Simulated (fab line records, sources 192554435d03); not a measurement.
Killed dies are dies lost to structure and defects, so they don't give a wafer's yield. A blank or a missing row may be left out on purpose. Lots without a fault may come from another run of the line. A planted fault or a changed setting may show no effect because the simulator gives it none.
fab line records | flow n5_finfet
record lots=8 wafers=24 last_day=17
route steps=1938 shown FIN_SAQP@137 FIN_CUT@160 BEOL_M4@1111 PASSIVATION@1936
lots that met no fault: from a run of the same line without faults
start_h: hours from the record's first day to the start of the lot's first wafer shown | wait_h: hours since the lot's step before | " the same as in the row above | L1.1+2: a row that stands for several wafers | - no value, or no start given | * or withheld: withheld | < > ~ a bound
route shown NAME@n: a module of which the file shows steps, and the number in the route of the first | usual: mean/standard deviation of fault-free wafers | same: alike in all rows | chamber/n: place in a boat | sites: the reading at each site | _std_site: their standard deviation | _edge_site: outer sites' mean less inner sites' | radius_mm: how far each site lies from the wafer's centre | mask NAME#n: copy n | behind: the tool/chamber that last shaped the wafer | hold: why the lot was held/for how many hours/how that ended | device: the transistor (n, p or np) that didn't switch | end of line: the same wafers' tests at the end of the route | a step without rows: its recipe alone | killed: dies lost to structure and defects at the first sort, not the wafer's yield | map: a wafer's dies, x killed, . not, _ none there
set.NAME: the setting as run; set.NAME@STEP: as run at that earlier step | model.NAME: the simulator's own value behind a step, which no gauge read
steps of the route over a sample of lots; a table a step, a row a wafer
services: from which hour (start_h, from the record's first day; less than 0 if before it) a tool's chamber was out of use, for how many hours, and why
## steps
# step N5_FIN_SAQP_RECESS_71
# recipe chemistry=HF/NH3 target=SiO2 target_depth_a=30 afs_cycles=1 temp_c=30 sublimation_temp_c=180 sublimation_time_s=60
# usual drypump_motor_current_A=5.70/0.14 foreline_p_Torr=0.1280/0.00046
# columns lot.wafer tool chamber start_h wait_h drypump_motor_current_A foreline_p_Torr
L417.1 vapor_etch-01 0 24.30 0.0 5.59 0.1288
L417.3 " 1 " " 5.86 0.1287
L417.5 " 0 " " 5.60 0.1287
L420.1 vapor_etch-02 0 43.30 0.0 5.76 0.1276
L420.4 " 0 " " 5.79 0.1279
L420.6 " 1 " " 5.53 0.1284
L423.1 vapor_etch-01 1 62.90 0.0 5.90 0.1282
L423.2 " 0 " " 5.60 0.1280
L423.6 " 0 " " 5.59 0.1275
L432.1 vapor_etch-01 0 115.21 0.0 5.59 0.1280
L432.3 " 0 " " 5.60 0.1280
L432.4 " 1 " " 5.90 0.1284
L433.1 vapor_etch-02 1 128.93 0.0 5.54 0.1291
L433.2 " 0 " " 5.77 0.1279
L433.3 " 0 " " 5.78 0.1281
L434.1 vapor_etch-02 1 134.18 0.0 5.54 0.1289
L434.2 " 0 " " 5.78 0.1279
L434.5 " 0 " " 5.79 0.1276
L437.2 vapor_etch-02 1 147.40 0.0 5.55 0.1277
L437.3 " 0 " " 5.77 0.1281
L437.5 " 0 " " 5.75 0.1277
L439.1 vapor_etch-01 1 158.44 0.0 5.88 0.1283
L439.2 " 0 " " 5.58 0.1282
L439.6 " 0 " " 5.59 0.1281
# step N5_FIN_SAQP_HM_OPEN_33
# recipe chemistry=CH3F/O2 target=SiNx mask_material=SiO2 target_depth_a=494 time_s=70.6 pressure_mtorr=30 source_w=395 bias_w=73 Ar_flow_sccm=150 CH3F_flow_sccm=30 O2_flow_sccm=20 ion_energy_ev=120 ends=cleared
# usual chamber_pressure_mTorr=30.000/0.029 drypump_motor_current_A=5.9/0.38 etch_rf_on_time_s=69.8/1.4 oes_o_777_au=0.75/0.07 oes_product_au=0.64/0.063 rf_vpp_V=297.2/2.9 showerhead_plenum_p_Torr=2.00/0.049 throttle_valve_pct=16.44/0.16
# columns lot.wafer tool chamber start_h wait_h chamber_pressure_mTorr drypump_motor_current_A etch_rf_on_time_s oes_o_777_au oes_product_au rf_hours_counter_h rf_vpp_V showerhead_plenum_p_Torr throttle_valve_pct
L417.1 rie_diel-01 1 25.01 0.0 30.069 6.6 68.4 0.76 0.67 138 296.3 2.00 16.49
L417.3 " 2 " " 29.991 5.9 68.9 0.81 0.70 85 300.3 2.03 16.12
L417.5 " 0 " " 29.995 6.5 71.5 0.66 0.57 - 298.4 1.89 16.76
L420.1 rie_diel-04 2 44.02 0.0 30.023 5.2 68.1 0.76 0.65 151 291.9 2.00 16.58
L420.4 " 1 " " 30.036 5.7 68.3 0.81 0.70 97 299.0 2.10 16.46
L420.6 " 3 " " 29.975 6.1 69.7 0.71 0.61 - 293.0 1.98 16.42
L423.1 rie_diel-01 0 63.79 0.2 29.993 6.5 70.6 0.66 0.56 245 299.2 1.89 16.78
L423.2 " 1 " " 30.040 6.7 68.2 0.75 0.65 154 297.8 2.00 16.55
L423.6 " 2 " " 30.000 5.9 69.5 0.79 0.69 - 298.2 2.02 16.16
L432.1 rie_diel-01 3 115.93 0.0 29.960 6.1 66.9 0.87 0.76 32 295.1 2.04 16.35
L432.3 " 1 " " 29.953 6.6 68.3 0.74 0.64 180 298.7 1.99 16.58
L432.4 " 2 " " 30.059 5.9 69.7 0.78 0.66 124 299.8 2.02 16.19
L433.1 rie_diel-04 2 129.87 0.2 30.041 5.2 68.9 0.74 0.62 171 291.6 2.00 16.61
L433.2 " 0 " " 30.017 5.4 69.5 0.70 0.60 209 299.0 1.98 16.32
L433.3 " 3 " " 30.020 6.1 69.5 0.70 0.59 235 293.8 1.97 16.45
L434.1 rie_diel-03 1 135.32 0.1 30.018 6.0 68.5 0.69 0.59 235 298.4 1.97 16.69
L434.2 " 0 " " 30.030 5.5 68.5 0.70 0.59 213 293.1 2.06 16.32
L434.5 " 1 " " 29.985 6.0 69.7 0.69 0.59 - 298.2 1.97 16.67
L437.2 rie_diel-01 1 148.12 0.0 29.980 6.7 67.7 0.72 0.63 189 295.7 1.99 16.60
L437.3 " 3 " " 30.048 6.1 67.0 0.86 0.74 43 294.9 2.04 16.37
L437.5 " 0 " " 29.999 6.5 68.5 0.88 0.77 - 303.4 2.13 16.37
L439.1 rie_diel-03 3 159.23 0.0 29.987 6.1 68.4 0.70 0.61 227 300.7 1.97 16.44
L439.2 " 2 " " 30.040 5.8 69.3 0.71 0.61 174 295.4 1.98 16.47
L439.6 " 1 " " 29.984 6.0 69.8 0.68 0.59 - 297.8 1.97 16.69
# step N5_FIN_CUT_EXPOSE_05
# recipe mask_id=FIN_CUT na=0.33 source_shape=annular sigma_inner=0.35 sigma_outer=0.8 polarization=unpolarized dose_mj=45.75
# usual exposure_dose_mJ_cm2=45.63/0.045 reticle_temp_C=23.00/0.11
# columns lot.wafer tool chamber start_h wait_h mask exposure_dose_mJ_cm2 reticle_temp_C
L417.1 euv_scanner-01 0 25.84 - FIN_CUT#0 45.63 23.09
L417.3 " 0 " " FIN_CUT#0 45.69 23.03
L417.5 " 0 " " FIN_CUT#0 45.71 23.12
L420.1 euv_scanner-01 0 44.85 - FIN_CUT#0 45.55 23.05
L420.4 " 0 " " FIN_CUT#0 45.65 23.08
L420.6 " 0 " " FIN_CUT#0 45.60 23.00
L423.1 euv_scanner-02 0 64.49 - FIN_CUT#0 45.61 22.94
L423.2 " 0 " " FIN_CUT#0 45.55 22.90
L423.6 " 0 " " FIN_CUT#0 45.58 22.87
L432.1 euv_scanner-02 0 116.63 - FIN_CUT#0 45.60 22.97
L432.3 " 0 " " FIN_CUT#0 45.67 22.82
L432.4 " 0 " " FIN_CUT#0 45.60 22.95
L433.1 euv_scanner-01 0 130.71 - FIN_CUT#0 42.96 22.93
L433.2 " 0 " " FIN_CUT#0 42.96 22.75
L433.3 " 0 " " FIN_CUT#0 42.91 22.88
L434.1 euv_scanner-01 0 136.02 - FIN_CUT#0 43.45 22.91
L434.2 " 0 " " FIN_CUT#0 43.40 22.91
L434.5 " 0 " " FIN_CUT#0 43.44 23.02
L437.2 euv_scanner-02 0 148.95 - FIN_CUT#0 45.51 22.76
L437.3 " 0 " " FIN_CUT#0 45.50 22.95
L437.5 " 0 " " FIN_CUT#0 45.52 22.97
L439.1 euv_scanner-02 0 160.05 - FIN_CUT#0 45.55 22.97
L439.2 " 0 " " FIN_CUT#0 45.64 23.00
L439.6 " 0 " " FIN_CUT#0 45.61 22.80
# step N5_FIN_CUT_CD_MEAS_08
# recipe target_cd_nm=29.1 landing_energy_ev=500 detector=se_inlens polarity=opening
# usual cd_nm=29.09/0.22
# columns lot.wafer tool chamber start_h wait_h cd_nm
L417.1 cd_sem-02 0 25.97 - 29.25
L417.3 " 0 " " 29.19
L417.5 " 0 " " 28.78
L420.1 cd_sem-01 0 44.98 - 28.67
L420.4 " 0 " " 29.35
L420.6 " 0 " " 29.20
L423.1 cd_sem-03 0 64.63 - 28.72
L423.2 " 0 " " 29.06
L423.6 " 0 " " 28.62
L432.1 cd_sem-02 0 116.77 - 28.91
L432.3 " 0 " " 29.16
L432.4 " 0 " " 29.11
L433.1 cd_sem-02 0 130.84 - 28.45
L433.2 " 0 " " 28.07
L433.3 " 0 " " 28.08
L434.1 cd_sem-03 0 136.16 - 27.79
L434.2 " 0 " " 28.23
L434.5 " 0 " " 28.21
L437.2 cd_sem-03 0 149.08 - 29.11
L437.3 " 0 " " 28.95
L437.5 " 0 " " 29.08
L439.1 cd_sem-02 0 160.19 - 28.77
L439.2 " 0 " " 29.41
L439.6 " 0 " " 28.96
# step N5_FIN_CUT_ETCH_21
# recipe chemistry=N2/H2 target=SOC target_depth_a=2190 overetch_a=438 mask_material=SiARC temp_c=40 ion_energy_ev=100 bias_w=61 time_s=523.5 pressure_mtorr=30 source_w=850 n2_flow_sccm=200 h2_flow_sccm=200
# usual chamber_pressure_mTorr=30.000/0.025 drypump_motor_current_A=5.7/0.5 h2_flow_sccm=200.0/0.57 oes_product_au=0.71/0.064 rf_vpp_V=240.6/1.4 showerhead_plenum_p_Torr=2.53/0.087 throttle_valve_pct=17.89/0.24
# columns lot.wafer tool chamber start_h wait_h chamber_pressure_mTorr drypump_motor_current_A h2_flow_sccm oes_product_au rf_hours_counter_h rf_vpp_V showerhead_plenum_p_Torr throttle_valve_pct
L417.1 rie_diel-05 3 26.19 0.0 29.995 5.7 199.4 0.66 207 238.9 2.41 18.06
L417.3 " 0 " " 29.988 5.6 199.8 0.67 208 240.8 2.52 17.81
L417.5 " 2 " " 30.000 5.4 199.6 0.72 - 241.3 2.56 18.11
L420.1 rie_diel-06 0 45.28 0.0 29.981 5.8 199.4 0.88 2 241.4 2.61 17.48
L420.4 " 1 " " 30.020 5.6 200.2 0.71 142 238.8 2.45 17.81
L420.6 " 0 " " 30.041 5.7 200.8 0.88 - 241.7 2.61 17.49
L423.1 rie_diel-02 1 64.84 0.0 29.981 5.6 199.0 0.72 121 243.1 2.67 17.98
L423.2 " 2 " " 29.992 5.1 199.3 0.78 54 240.2 2.48 17.59
L423.6 " 0 " " 29.996 5.1 200.8 0.64 - 239.2 2.41 18.38
L432.1 rie_diel-05 2 117.55 0.0 29.974 5.4 199.9 0.70 157 241.3 2.54 18.18
L432.3 " 3 " " 30.009 5.7 199.9 0.62 233 238.9 2.40 18.11
L432.4 " 0 " " 29.978 5.6 200.1 0.64 241 240.7 2.51 17.85
L433.1 rie_diel-05 2 131.06 0.0 30.014 5.4 200.2 0.70 160 240.1 2.54 18.20
L433.2 " 3 " " 30.015 5.7 200.0 0.63 236 239.3 2.40 18.12
L433.3 " 0 " " 30.017 5.7 200.5 0.64 244 239.5 2.51 17.88
L434.1 rie_diel-02 2 136.41 0.0 29.981 5.1 199.7 0.76 76 239.5 2.47 17.61
L434.2 " 3 " " 29.991 6.6 200.7 0.64 248 241.3 2.60 17.79
L434.5 " 3 " " 29.988 6.6 201.0 0.63 - 241.0 2.60 17.79
L437.2 rie_diel-05 3 149.30 0.0 30.013 5.8 199.6 0.63 243 240.8 2.40 18.13
L437.3 " 0 " " 30.034 5.7 199.3 0.64 247 239.3 2.50 17.88
L437.5 " 3 " " 30.006 5.8 199.7 0.63 - 238.2 2.40 18.13
L439.1 rie_diel-02 3 160.40 0.0 29.999 6.6 200.1 0.91 0 241.7 2.60 17.36
L439.2 " 1 " " 30.046 5.5 200.7 0.69 153 242.4 2.66 18.02
L439.6 " 1 " " 30.017 5.5 199.9 0.70 - 242.2 2.66 18.01
# step N5_BEOL_M4_RC_MEAS_101
# usual DIBL_N=36.3/1.2 DIBL_P=36.7/1.5 IOFF_N=0.164/0.02 IOFF_P=0.214/0.024 ION_N=673/8.5 ION_P=461/5.9 SS_N=71.6/0.44 SS_P=73.3/0.55 VT_N=249.4/2.4 VT_P=-250.0/2.3
# columns lot.wafer tool chamber start_h wait_h DIBL_N[mV/V] DIBL_P[mV/V] IOFF_N[nA/um] IOFF_P[nA/um] ION_N[uA/um] ION_P[uA/um] SS_N[mV/dec] SS_P[mV/dec] VT_N[mV] VT_P[mV]
L417.1 prober-01 0 158.09 0.0 36.3 35.8 0.162 0.194 674 458 71.9 73.4 249.4 -251.8
L417.3 " 0 " " 35.6 34.9 0.149 0.182 654 449 71.7 73.3 250.6 -255.3
L417.5 " 0 " " 36.4 35.2 0.160 0.188 655 453 71.4 74.0 249.2 -251.0
L420.1 prober-02 0 174.60 0.0 37.0 37.7 0.187 0.214 688 461 72.5 73.3 246.9 -248.0
L420.4 " 0 " " 35.4 36.0 0.150 0.183 673 456 71.9 73.1 251.1 -253.8
L420.6 " 0 " " 34.7 35.2 0.138 0.173 665 456 71.7 72.8 250.6 -253.1
L423.1 prober-01 0 203.66 0.0 36.4 36.7 0.144 0.225 652 459 70.8 73.0 252.7 -248.0
L423.2 " 0 " " 33.3 33.2 0.112 0.173 676 465 70.8 71.9 254.2 -249.8
L423.6 " 0 " " 35.5 35.5 0.134 0.205 669 464 71.2 72.8 252.9 -250.0
L432.1 prober-02 0 259.92 0.0 36.7 37.1 0.162 0.224 672 470 71.6 73.3 249.7 -247.1
L432.3 " 0 " " 35.7 36.7 0.147 0.218 673 466 71.1 73.3 252.8 -246.9
L432.4 " 0 " " 34.9 35.7 0.131 0.195 666 462 71.6 73.3 253.9 -247.2
L433.1 prober-02 0 269.18 0.0 36.0 36.7 0.159 0.232 679 466 72.1 73.3 249.3 -248.2
L433.2 " 0 " " 34.2 33.7 0.129 0.190 669 463 71.5 72.7 251.4 -248.6
L433.3 " 0 " " 35.2 34.7 0.141 0.192 663 457 71.1 72.7 250.4 -251.4
L434.1 prober-02 0 282.84 0.0 35.7 36.6 0.176 0.214 678 460 71.9 73.4 248.0 -253.1
L434.2 " 0 " " 35.6 36.9 0.173 0.209 675 461 72.3 73.1 249.2 -250.9
L434.5 " 0 " " 35.6 36.2 0.174 0.202 682 459 72.5 73.6 247.9 -251.1
L437.2 prober-02 0 286.32 0.2 38.6 37.3 0.201 0.240 679 465 71.2 73.5 245.6 -246.5
L437.3 " 0 " " 36.9 36.2 0.162 0.213 664 454 70.9 73.0 249.2 -248.0
L437.5 " 0 " " 39.0 37.4 0.196 0.229 666 460 71.8 73.7 246.6 -249.1
L439.1 prober-02 0 302.79 0.0 38.4 38.8 0.186 0.236 677 466 71.4 73.5 249.3 -249.4
L439.2 " 0 " " 39.1 39.1 0.205 0.240 685 467 72.2 73.5 246.7 -248.1
L439.6 " 0 " " 37.7 37.5 0.175 0.207 684 463 71.6 72.5 248.6 -252.9
# step N5_PASSIVATION_PROBE_49
# usual defect_limited_yield=91.2/1.5 killed_at_M0_to_M3=35/11 killed_at_M4_up=13/5.6 killed_at_contacts=13/6.3 killed_at_front_end=38/12 killed_at_other=3.7/2.9 killed_dies=104/18 killed_open=69/13 killed_short=34/8.3 sort_bin_5_function=5.2/0.95 sort_bin_6_memory=3.3/0.68 sort_n_pass=1076/18 sort_yield_pct=91.2/1.5
# same gross_dies=1180 killed_at_back_side=0 sort_bin_4_leakage[%]=0 sort_bin_8_speed[%]=0
# columns lot.wafer tool chamber start_h wait_h defect_limited_yield[%] killed_at_M0_to_M3 killed_at_M4_up killed_at_contacts killed_at_front_end killed_at_other killed_dies killed_open killed_short sort_bin_5_function[%] sort_bin_6_memory[%] sort_n_pass sort_yield_pct[%]
L433.1 prober-01 - 378.64 0.0 90.2 37 13 16 48 2 116 86 28 5.3 4.3 1064 90.2
# killed by level:class
L433.1 FIN_SAQP:geometric_particle:open=20 BEOL_M3:geometric_particle:open=13 MOL_CONTACT_COAG:geometric_particle:open=13 BEOL_M4:geometric_particle:open=9 BEOL_M0_SAQP:geometric_particle:open=8 BEOL_M2:geometric_particle:open=6 FIN_SAQP:geometric_particle:short=5 ILD0:geometric_particle:short=5
## services
# columns tool chamber start_h hours kind
euv_scanner-01 - 7.23 1.3 repair
euv_scanner-01 - 22.13 1.0 pm
rie_diel-05 1 25.52 5.6 repair
rie_diel-05 1 35.94 9.7 repair
euv_scanner-02 - 44.37 1.0 pm
rie_diel-04 2 44.97 6.9 repair
rie_diel-04 - 59.15 0.5 repair
rie_diel-04 - 63.20 14.6 pm
euv_scanner-02 - 78.21 4.6 pm
rie_diel-02 1 79.45 2.7 repair
euv_scanner-01 - 82.81 1.0 pm
rie_diel-05 3 87.43 14.2 repair
rie_diel-02 0 89.49 2.7 repair
euv_scanner-01 - 93.59 4.6 pm
euv_scanner-02 - 100.52 1.0 pm
rie_diel-02 2 113.09 5.5 repair
rie_diel-02 3 114.85 2.7 repair
rie_diel-01 1 121.10 5.2 repair
euv_scanner-01 - 123.21 0.5 repair
euv_scanner-02 - 133.33 5.8 pm
rie_diel-05 0 134.07 5.7 repair
euv_scanner-01 - 139.11 1.0 pm
vapor_etch-02 0 153.46 4.1 repair
euv_scanner-02 - 156.67 1.0 pm
## key
first_sign step=N5_FIN_CUT_EXPOSE_05 reading=exposure_dose_mJ_cm2 direction=down sigmas=54 usual=45.63 struck=43.19
effect step=N5_FIN_CUT_CD_MEAS_08 reading=cd_nm direction=down sigmas=4.4 usual=29.09 struck=28.14 through=control_loop
met_at N5_FIN_CUT_EXPOSE_05
struck_lots L433,L434
loop_trim step=N5_FIN_CUT_EXPOSE_05 setting=dose lots=L434
not_acting_at N5_FIN_SAQP_RECESS_71,N5_FIN_SAQP_HM_OPEN_33,N5_FIN_CUT_ETCH_21
onset_between 44.85 130.71
fault kind=process_parameter_drift tool=euv_scanner-01 chamber=- onset_h=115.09 steps=N5_FIN_CUT_EXPOSE_05 channel=dose_mj offset=-2.7192 shape=step acts_in=these_recipes_only stated=45.75
# loop_trim: a control loop set the setting to another value than it would have without faults
